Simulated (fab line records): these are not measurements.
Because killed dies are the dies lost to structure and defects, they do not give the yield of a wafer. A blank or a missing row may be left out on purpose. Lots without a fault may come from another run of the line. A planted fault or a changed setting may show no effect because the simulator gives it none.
fab line records	flow nand_harc	part 1 of 2: steps 1 to 25 of 38
record lots=5	wafers=15	last_day=33
route steps=1302 shown A_CONTACT@1100 A_BLC@1107 A_M0@1137
lots that met no fault: taken from a fault-free run of the same line
start_h: hours from the record's first day to the start of the lot's first wafer shown	wait_h: how many hours have passed since the lot's step before this one	" identical to the entry in the row above	L1.1+2: a row that stands for several wafers	- no value present, or no start provided	* or withheld: withheld	< > ~ a bound
route shown NAME@n: NAME is a module with steps in the file, n the number in the route of the first one	usual: mean and standard deviation over wafers with no fault	same: alike in all rows	chamber/n: place in a boat	sites: per-site readings	_std_site: their standard deviation	_edge_site: outer sites' mean less inner sites'	radius_mm: for every site, how far away it sits from the centre of the wafer	mask NAME#n: copy n	behind: tool/chamber where the wafer was last shaped	hold: why the lot was held/for how many hours/how that ended	device: the n, p or np transistor that did not switch	end of line: tests run on the same wafers once the route is complete	a step without rows: its recipe alone	killed: count of dies lost to structure and defects at first sort (not the wafer's yield)	map: a wafer's dies, x killed, . not, _ none there
set.NAME: setting as actually run; set.NAME@STEP: the setting as run at that earlier step	model.NAME: the simulator's own value behind a step, which no gauge read
a table for each step, a row for each wafer; lots at some steps of the route
services: when a tool's chamber went out of use (start_h, in hours from the record's first day, below 0 if earlier), for how many hours, and the reason
## steps
# step NHARC_A_CONTACT_STRIP_27
# recipe time_s=600	temp_c=30	chemistry=post_etch_residue_remover
lot.wafer	tool	chamber	start_h	wait_h
L080.6+2+4	wet_bench-09	1,3,6	576.90	-
L083.6+3+1	wet_bench-05	5,6,0	611.31	-
L086.2+5+6	wet_bench-09	3,6,0	633.46	-
L087.3+2+5	wet_bench-09	1,3,4	656.18	-
L095.4+1+2	wet_bench-09	0,3,5	726.86	-
# step NHARC_A_CONTACT_ALD_18
# recipe target_thk_a=30	pulse_time_s=1	ald_cycles=150	temp_c=450	material=TiN
# usual heater_power_w=1158/130	precursor_pulse_height_rel=1.003/0.021
lot.wafer	tool	chamber	start_h	wait_h	heater_power_w	precursor_pulse_height_rel
L080.2	ald_metal-01	1	577.19	-	1232	1.008
L080.6	"	3	"	"	1044	0.998
L080.4	"	1	"	"	1221	1.045
L083.1	ald_metal-01	0	611.60	-	1139	1.018
L083.3	"	2	"	"	1225	0.983
L083.6	"	0	"	"	1130	1.023
L086.2	ald_metal-03	0	633.78	-	1150	0.967
L086.5	"	1	"	"	1278	0.985
L086.6	"	2	"	"	827	1.004
L087.2	ald_metal-02	0	656.45	-	1391	1.021
L087.3	"	2	"	"	1006	1.025
L087.5	"	2	"	"	1012	1.014
L095.1	ald_metal-02	2	727.12	-	1012	1.003
L095.2	"	3	"	"	1160	0.983
L095.4	"	0	"	"	1387	0.999
# step NHARC_A_CONTACT_CVD_19
# recipe target_thk_a=3000	temp_c=300	pressure_torr=40	wf6_flow_sccm=40	h2_flow_sccm=1600	ar_flow_sccm=1560	time_s=802	material=W
# usual heater_power_w=434/29	mfc_h2_sccm=1599/4.5	throttle_valve_pct=7.83/0.2
lot.wafer	tool	chamber	start_h	wait_h	heater_power_w	mfc_h2_sccm	throttle_valve_pct
L080.2	cvd_w-02	0	-	-	456	1608	7.85
L080.4	"	0	"	"	446	1603	7.99
L080.6	"	0	"	"	435	1597	8.34
L083.1	cvd_w-01	0	-	-	367	1591	7.59
L083.3	"	0	"	"	379	1600	7.50
L083.6	"	0	"	"	379	1597	7.70
L086.2	cvd_w-01	0	-	-	382	1595	7.54
L086.6	"	0	"	"	383	1602	7.56
L086.5	"	1	"	"	441	1610	7.42
L087.2	cvd_w-01	0	-	-	384	1599	7.74
L087.3	"	1	"	"	455	1595	7.85
L087.5	"	0	"	"	375	1596	7.46
L095.2	cvd_w-02	1	-	-	454	1598	8.00
L095.1	"	0	"	"	449	1591	8.06
L095.4	"	0	"	"	439	1601	8.04
# step NHARC_A_CONTACT_CMP_20
# recipe t_overpolish_s=30	target_thk_nm=300
# usual motor_current_A=12.7/1.4	overpolish_run_s=30.000/0.0088	time_to_endpoint_s=61/4.5
lot.wafer	tool	chamber	start_h	wait_h	motor_current_A	overpolish_run_s	time_to_endpoint_s
L080.4	cmp-03	2	578.33	0.5	13.1	30.013	61
L080.2	"	0	"	"	13.8	30.001	58
L080.6	"	1	"	"	14.4	29.994	69
L083.3	cmp-04	0	612.71	0.5	10.3	30.004	61
L083.1	"	1	"	"	13.0	29.979	74
L083.6	"	3	"	"	13.6	29.980	67
L086.2	cmp-03	3	634.86	0.8	10.6	29.997	58
L086.5	"	1	"	"	14.9	29.996	69
L086.6	"	2	"	"	12.5	30.014	59
L087.2	cmp-04	0	657.58	0.6	10.6	30.005	58
L087.3	"	2	"	"	13.6	30.010	58
L087.5	"	0	"	"	10.5	30.002	58
L095.4	cmp-04	2	728.21	0.4	13.1	30.005	57
L095.1	"	3	"	"	13.8	29.995	60
L095.2	"	0	"	"	10.4	30.010	57
# step NHARC_A_CONTACT_SRD_22
lot.wafer	tool	chamber	start_h	wait_h
L080.4+6+2	wet_bench-07	0,1,3	578.63	0.0
L083.3+6+1	wet_bench-09	7,1,4	613.01	0.0
L086.5+2+6	wet_bench-07	2,4,5	635.14	0.0
L087.2+3+5	wet_bench-09	1,2,3	657.91	0.0
L095.4+1+2	wet_bench-05	1,3,4	728.54	0.0
# step NHARC_A_CONTACT_INSPECT_23
# usual raw_defect_count=522/130
lot.wafer	tool	chamber	start_h	wait_h	raw_defect_count
L080.2	defect_inspect-02	-	578.71	0.1	554
L080.4	"	-	"	"	430
L080.6	"	-	"	"	415
L083.1	defect_inspect-01	-	613.09	0.1	460
L083.3	"	-	"	"	444
L083.6	"	-	"	"	451
L086.2	defect_inspect-01	-	635.22	0.1	460
L086.5	"	-	"	"	545
L086.6	"	-	"	"	532
L087.2	defect_inspect-01	-	657.99	0.1	429
L087.3	"	-	"	"	394
L087.5	"	-	"	"	423
L095.1	defect_inspect-02	-	728.61	0.1	489
L095.2	"	-	"	"	558
L095.4	"	-	"	"	558
# step NHARC_A_BLC_DEHYDRATE_00
# recipe temp_c=150	time_s=120
lot.wafer	tool	chamber	start_h	wait_h
L080.2+4+6	litho_track-06	0	578.76	0.1
L083.1+3+6	litho_track-06	0	613.15	0.1
L086.2+5+6	litho_track-06	0	635.28	0.1
L087.2+3+5	litho_track-04	0	658.05	0.1
L095.1+2+4	litho_track-01	0	728.67	0.1
# step NHARC_A_BLC_HMDS_01
# recipe time_s=30
lot.wafer	tool	chamber	start_h	wait_h
L080.2+4+6	litho_track-06	0	-	-
L083.1+3+6	litho_track-06	0	-	-
L086.2+5+6	litho_track-06	0	-	-
L087.2+3+5	litho_track-04	0	-	-
L095.1+2+4	litho_track-01	0	-	-
# step NHARC_A_BLC_COAT_02
# recipe temp_c=260	time_s=75
lot.wafer	tool	chamber	start_h	wait_h
L080.2+4+6	litho_track-06	0	-	-
L083.1+3+6	litho_track-06	0	-	-
L086.2+5+6	litho_track-06	0	-	-
L087.2+3+5	litho_track-04	0	-	-
L095.1+2+4	litho_track-01	0	-	-
# step NHARC_A_BLC_COAT_03
# recipe temp_c=225	time_s=65
lot.wafer	tool	chamber	start_h	wait_h
L080.2+4+6	litho_track-06	0	-	-
L083.1+3+6	litho_track-06	0	-	-
L086.2+5+6	litho_track-06	0	-	-
L087.2+3+5	litho_track-04	0	-	-
L095.1+2+4	litho_track-01	0	-	-
# step NHARC_A_BLC_COAT_04
# recipe spin_rpm=1500	resist_thk_nm=90
# usual dispense_pressure_kPa=47/3.5
lot.wafer	tool	chamber	start_h	wait_h	dispense_pressure_kPa
L080.2	litho_track-06	0	-	-	50
L080.4	"	0	"	"	50
L080.6	"	0	"	"	50
L083.1	litho_track-06	0	-	-	50
L083.3	"	0	"	"	50
L083.6	"	0	"	"	50
L086.2	litho_track-06	0	-	-	50
L086.5	"	0	"	"	50
L086.6	"	0	"	"	50
L087.2	litho_track-04	0	-	-	44
L087.3	"	0	"	"	44
L087.5	"	0	"	"	44
L095.1	litho_track-01	0	-	-	42
L095.2	"	0	"	"	42
L095.4	"	0	"	"	42
# step NHARC_A_BLC_SOFTBAKE_05
# recipe temp_c=105	time_s=55
lot.wafer	tool	chamber	start_h	wait_h
L080.2+4+6	litho_track-06	0	-	-
L083.1+3+6	litho_track-06	0	-	-
L086.2+5+6	litho_track-06	0	-	-
L087.2+3+5	litho_track-04	0	-	-
L095.1+2+4	litho_track-01	0	-	-
# step NHARC_A_BLC_EBR_06
lot.wafer	tool	chamber	start_h	wait_h
L080.2+4+6	litho_track-06	0	-	-
L083.1+3+6	litho_track-06	0	-	-
L086.2+5+6	litho_track-06	0	-	-
L087.2+3+5	litho_track-04	0	-	-
L095.1+2+4	litho_track-01	0	-	-
# step NHARC_A_BLC_EXPOSE_07
# recipe na=1.35	target_cd_nm=100	dose_mj=67.97	mask_id=A_BLC
# usual reticle_temp_C=22.98/0.12
lot.wafer	tool	chamber	start_h	wait_h	mask	reticle_temp_C
L080.2	arfi_scanner-01	0	579.08	-	A_BLC#0	22.98
L080.4	"	0	"	"	A_BLC#0	22.96
L080.6	"	0	"	"	A_BLC#0	22.95
L083.1	arfi_scanner-03	0	613.46	-	A_BLC#0	22.99
L083.3	"	0	"	"	A_BLC#0	22.85
L083.6	"	0	"	"	A_BLC#0	22.90
L086.2	arfi_scanner-01	0	635.59	-	A_BLC#0	22.91
L086.5	"	0	"	"	A_BLC#0	23.04
L086.6	"	0	"	"	A_BLC#0	22.70
L087.2	arfi_scanner-02	0	658.36	-	A_BLC#0	23.03
L087.3	"	0	"	"	A_BLC#0	22.87
L087.5	"	0	"	"	A_BLC#0	23.07
L095.1	arfi_scanner-02	0	728.86	-	A_BLC#0	23.03
L095.2	"	0	"	"	A_BLC#0	23.00
L095.4	"	0	"	"	A_BLC#0	22.91
# step NHARC_A_BLC_PEB_08
# recipe peb_temp_c=100	peb_time_s=65
# same peb_time_s=65
lot.wafer	tool	chamber	start_h	wait_h
L080.2+4+6	litho_track-01	0	579.13	0.1
L083.1+3+6	litho_track-04	0	613.52	0.1
L086.2+5+6	litho_track-01	0	635.65	0.1
L087.2+3+5	litho_track-01	0	658.42	0.1
L095.1+2+4	litho_track-06	0	728.92	0.1
# step NHARC_A_BLC_DEVELOP_09
# recipe develop_time_s=35	dev_temp_c=23
# same develop_time_s=35
lot.wafer	tool	chamber	start_h	wait_h
L080.2+4+6	litho_track-01	0	-	-
L083.1+3+6	litho_track-04	0	-	-
L086.2+5+6	litho_track-01	0	-	-
L087.2+3+5	litho_track-01	0	-	-
L095.1+2+4	litho_track-06	0	-	-
# step NHARC_A_BLC_CD_MEAS_10
# recipe target_cd_nm=100	landing_energy_ev=500
# usual cd_nm=100.3/1
lot.wafer	tool	chamber	start_h	wait_h	cd_nm
L080.2	cd_sem-03	0	579.21	-	98.8
L080.4	"	0	"	"	101.0
L080.6	"	0	"	"	100.1
L083.1	cd_sem-01	0	613.60	-	99.6
L083.3	"	0	"	"	99.8
L083.6	"	0	"	"	99.3
L086.2	cd_sem-02	0	635.73	-	100.8
L086.5	"	0	"	"	101.2
L086.6	"	0	"	"	99.8
L087.2	cd_sem-03	0	658.50	-	101.5
L087.3	"	0	"	"	100.8
L087.5	"	0	"	"	102.4
L095.1	cd_sem-02	0	729.00	-	99.9
L095.2	"	0	"	"	100.2
L095.4	"	0	"	"	100.3
# step NHARC_A_BLC_OVL_MEAS_11
# usual overlay_x_nm=0.0/0.83	overlay_y_nm=0.2/0.83
lot.wafer	tool	chamber	start_h	wait_h	overlay_x_nm	overlay_y_nm
L080.2	overlay-01	-	579.30	-	0.0	0.2
L080.4	"	-	"	"	-0.7	0.2
L080.6	"	-	"	"	-0.6	0.1
L083.1	overlay-01	-	613.69	-	1.7	0.2
L083.3	"	-	"	"	1.6	0.7
L083.6	"	-	"	"	1.5	0.9
L086.2	overlay-02	-	635.81	-	-0.1	1.8
L086.5	"	-	"	"	-0.7	2.0
L086.6	"	-	"	"	-0.1	2.1
L087.2	overlay-02	-	658.59	-	-0.5	-0.6
L087.3	"	-	"	"	-1.0	-0.8
L087.5	"	-	"	"	-0.6	-0.3
L095.1	overlay-02	-	729.09	-	0.7	1.0
L095.2	"	-	"	"	0.2	0.8
L095.4	"	-	"	"	0.9	1.0
# step NHARC_A_BLC_INSPECT_12
# usual raw_defect_count=83/38
lot.wafer	tool	chamber	start_h	wait_h	raw_defect_count
L080.2	defect_inspect-01	-	579.34	0.0	85
L080.4	"	-	"	"	70
L080.6	"	-	"	"	66
L083.1	defect_inspect-01	-	613.72	0.0	84
L083.3	"	-	"	"	84
L083.6	"	-	"	"	78
L086.2	defect_inspect-02	-	635.85	0.0	83
L086.5	"	-	"	"	97
L086.6	"	-	"	"	88
L087.2	defect_inspect-02	-	658.62	0.0	73
L087.3	"	-	"	"	69
L087.5	"	-	"	"	82
L095.1	defect_inspect-02	-	729.13	0.0	87
L095.2	"	-	"	"	82
L095.4	"	-	"	"	94
# step NHARC_A_BLC_DESCUM_15
# recipe time_s=3	o2_flow_sccm=200	ar_flow_sccm=0	bias_power_w=0	chemistry=O2
# usual drypump_motor_current_A=5.7/0.44	oes_product_au=0.996/0.012	rf_vpp_V=57.8/0.87	showerhead_plenum_p_Torr=1.89/0.08	throttle_valve_pct=11.310/0.0095
lot.wafer	tool	chamber	start_h	wait_h	drypump_motor_current_A	oes_product_au	rf_hours_counter_h	rf_vpp_V	showerhead_plenum_p_Torr	throttle_valve_pct
L080.2	rie_diel-08	1	579.40	0.1	5.3	1.003	2	55.2	1.83	11.306
L080.4	"	0	"	"	5.0	0.988	2	57.5	1.90	11.297
L080.6	"	1	"	"	5.3	1.003	-	57.8	1.83	11.305
L083.3	rie_diel-08	0	613.79	0.1	5.0	0.994	4	58.9	1.89	11.299
L083.1	"	1	"	"	5.3	0.997	4	57.5	1.83	11.303
L083.6	"	0	"	"	5.0	0.996	-	56.9	1.89	11.311
L086.2	rie_diel-09	2	635.93	0.1	5.7	0.980	7	57.5	1.86	11.303
L086.5	"	0	"	"	6.4	1.024	-	59.3	1.86	11.318
L086.6	"	1	"	"	5.2	0.997	-	56.8	1.77	11.292
L087.2	rie_diel-08	0	658.69	0.1	5.0	0.995	10	58.8	1.89	11.310
L087.3	"	2	"	"	6.2	1.009	10	58.6	2.03	11.313
L087.5	"	3	"	"	5.6	0.977	-	58.0	1.89	11.320
L095.1	rie_diel-09	0	729.20	0.1	6.4	0.999	2	57.9	1.85	11.310
L095.4	"	1	"	"	5.2	1.010	2	55.9	1.77	11.297
L095.2	"	2	"	"	5.7	1.000	3	57.5	1.86	11.291
# step NHARC_A_BLC_ETCH_16
# recipe target_depth_a=390	over_etch_frac=0.3	time_s=65	ion_energy_ev=80	cf4_flow_sccm=150	ar_flow_sccm=0	rf_w=300	bias_w=100	chemistry=CF4
# usual drypump_motor_current_A=5.7/0.44	oes_product_au=0.998/0.011	rf_vpp_V=151.1/1.3	showerhead_plenum_p_Torr=1.75/0.071	throttle_valve_pct=13.284/0.009
lot.wafer	tool	chamber	start_h	wait_h	drypump_motor_current_A	oes_product_au	rf_hours_counter_h	rf_vpp_V	showerhead_plenum_p_Torr	throttle_valve_pct
L080.2	rie_diel-08	1	579.48	0.1	5.3	1.008	2	150.4	1.70	13.279
L080.4	"	0	"	"	5.0	0.989	2	149.4	1.75	13.272
L080.6	"	1	"	"	5.3	1.000	-	150.5	1.70	13.289
L083.1	rie_diel-08	3	613.88	0.1	5.6	0.986	5	149.7	1.75	13.282
L083.3	"	1	"	"	5.3	0.995	4	151.1	1.69	13.293
L083.6	"	2	"	"	6.2	1.002	-	152.2	1.87	13.284
L086.2	rie_diel-09	0	636.00	0.1	6.3	1.018	7	151.1	1.72	13.295
L086.5	"	3	"	"	6.0	0.983	-	152.2	1.86	13.276
L086.6	"	0	"	"	6.4	1.030	-	151.1	1.72	13.288
L087.2	rie_diel-08	1	658.77	0.1	5.3	0.995	9	150.6	1.69	13.281
L087.3	"	2	"	"	6.2	1.011	10	152.2	1.87	13.293
L087.5	"	1	"	"	5.3	0.998	-	150.6	1.69	13.274
L095.1	rie_diel-09	2	729.28	0.1	5.7	0.987	3	151.5	1.72	13.277
L095.4	"	3	"	"	6.0	1.005	3	152.7	1.85	13.301
L095.2	"	0	"	"	6.4	0.999	2	151.3	1.72	13.275
# step NHARC_A_BLC_ETCH_17
# recipe target_depth_a=3900	over_etch_frac=0.25	time_s=609.38	ion_energy_ev=200	n2_flow_sccm=150	h2_flow_sccm=150	ar_flow_sccm=0	rf_w=400	bias_w=150	chemistry=N2/H2
# usual drypump_motor_current_A=5.7/0.45	n2_flow_sccm=150.0/0.45	oes_product_au=0.997/0.014	rf_vpp_V=429.9/2.5	showerhead_plenum_p_Torr=2.02/0.087	throttle_valve_pct=14.171/0.0095
lot.wafer	tool	chamber	start_h	wait_h	drypump_motor_current_A	n2_flow_sccm	oes_product_au	rf_hours_counter_h	rf_vpp_V	showerhead_plenum_p_Torr	throttle_valve_pct
L080.4	rie_diel-08	3	-	-	5.6	149.7	0.987	3	429.1	2.01	14.167
L080.2	"	1	"	"	5.3	149.7	1.004	2	427.4	1.95	14.196
L080.6	"	3	"	"	5.6	150.3	0.988	-	431.1	2.01	14.154
L083.3	rie_diel-08	3	-	-	5.6	151.3	0.978	5	429.9	2.01	14.163
L083.1	"	0	"	"	5.0	150.0	0.992	4	429.9	2.02	14.180
L083.6	"	2	"	"	6.2	148.8	0.996	-	434.0	2.17	14.173
L086.2	rie_diel-09	2	-	-	5.7	150.7	0.976	7	428.1	1.98	14.177
L086.6	"	3	"	"	6.0	149.0	0.982	-	433.7	2.15	14.147
L086.5	"	0	"	"	6.4	149.6	1.018	-	429.8	1.98	14.171
L087.3	rie_diel-08	2	-	-	6.2	149.6	0.998	10	434.1	2.17	14.175
L087.2	"	3	"	"	5.6	150.6	0.979	10	429.5	2.01	14.172
L087.5	"	0	"	"	5.0	150.1	0.992	-	428.2	2.02	14.172
L095.2	rie_diel-09	0	-	-	6.4	150.6	0.997	3	429.2	1.98	14.168
L095.1	"	1	"	"	5.2	150.1	1.005	3	426.4	1.89	14.165
L095.4	"	2	"	"	5.7	150.7	0.985	3	428.8	1.98	14.175
# step NHARC_A_BLC_ETCH_18
# recipe target_depth_a=9100	c4f8_flow_sccm=20	o2_flow_sccm=10	ar_flow_sccm=withheld	rf_w=600	bias_w=1500	chemistry=C4F8/O2/Ar
# usual oes_product_au=0.948/0.026	rf_vpp_V=977/5.3
lot.wafer	tool	chamber	start_h	wait_h	oes_product_au	rf_hours_counter_h	rf_vpp_V
L080.2	rie_diel-08	2	-	-	0.917	3	987
L080.4	"	3	"	"	0.904	3	976
L080.6	"	2	"	"	0.925	-	984
L083.1	rie_diel-08	3	-	-	0.949	6	976
L083.3	"	1	"	"	0.978	5	972
L083.6	"	3	"	"	0.961	-	976
L086.2	rie_diel-09	1	-	-	0.916	7	967
L086.6	"	2	"	"	0.952	-	974
L086.5	"	3	"	"	0.920	-	987
L087.3	rie_diel-08	1	-	-	0.920	10	972
L087.2	"	0	"	"	0.908	10	977
L087.5	"	2	"	"	0.931	-	985
L095.2	rie_diel-09	0	-	-	0.959	3	976
L095.1	"	1	"	"	0.982	3	969
L095.4	"	2	"	"	0.955	3	973
# step NHARC_A_BLC_CD_MEAS_19
# usual cd_nm=99.9/2.8
lot.wafer	tool	chamber	start_h	wait_h	cd_nm
L080.2	cd_sem-01	-	580.37	-	100.0
L080.4	"	-	"	"	94.9
L080.6	"	-	"	"	98.6
L083.1	cd_sem-01	-	614.76	-	101.2
L083.3	"	-	"	"	94.3
L083.6	"	-	"	"	97.3
L086.2	cd_sem-02	-	636.88	-	96.6
L086.5	"	-	"	"	103.7
L086.6	"	-	"	"	100.1
L087.2	cd_sem-03	-	659.65	-	105.0
L087.3	"	-	"	"	99.4
L087.5	"	-	"	"	104.1
L095.1	cd_sem-02	-	730.15	-	101.3
L095.2	"	-	"	"	98.7
L095.4	"	-	"	"	98.5
# step NHARC_A_BLC_STRIP_29
# recipe cf4_flow_sccm=150	ar_flow_sccm=0	bias_w=0	chemistry=CF4
# usual drypump_motor_current_A=5.7/0.46	oes_product_au=0.996/0.014	rf_vpp_V=59.1/0.83	showerhead_plenum_p_Torr=1.74/0.069	throttle_valve_pct=13.284/0.01
lot.wafer	tool	chamber	start_h	wait_h	drypump_motor_current_A	oes_product_au	rf_hours_counter_h	rf_vpp_V	showerhead_plenum_p_Torr	throttle_valve_pct
L080.4	rie_diel-09	2	580.45	0.1	5.7	0.970	3	58.2	1.72	13.287
L080.2	"	3	"	"	6.0	0.997	4	60.7	1.86	13.278
L080.6	"	2	"	"	5.7	0.961	-	59.4	1.72	13.270
L083.3	rie_diel-09	1	614.83	0.1	5.2	1.001	6	59.7	1.65	13.294
L083.1	"	0	"	"	6.4	1.027	6	60.5	1.72	13.277
L083.6	"	1	"	"	5.2	0.999	-	59.0	1.65	13.280
L086.2	rie_diel-08	3	636.95	0.1	5.6	0.987	8	59.2	1.74	13.295
L086.5	"	3	"	"	5.6	0.989	-	60.1	1.74	13.274
L086.6	"	0	"	"	5.0	1.001	-	60.6	1.75	13.292
L087.2	rie_diel-09	2	659.72	0.1	5.7	0.978	8	60.4	1.72	13.278
L087.3	"	0	"	"	6.4	1.026	8	59.0	1.72	13.287
L087.5	"	2	"	"	5.7	0.989	-	59.4	1.72	13.284
L095.2	rie_diel-09	0	730.24	0.1	6.4	1.004	3	60.1	1.72	13.282
L095.1	"	1	"	"	5.2	1.009	3	57.4	1.65	13.285
L095.4	"	2	"	"	5.7	1.000	3	60.4	1.72	13.296
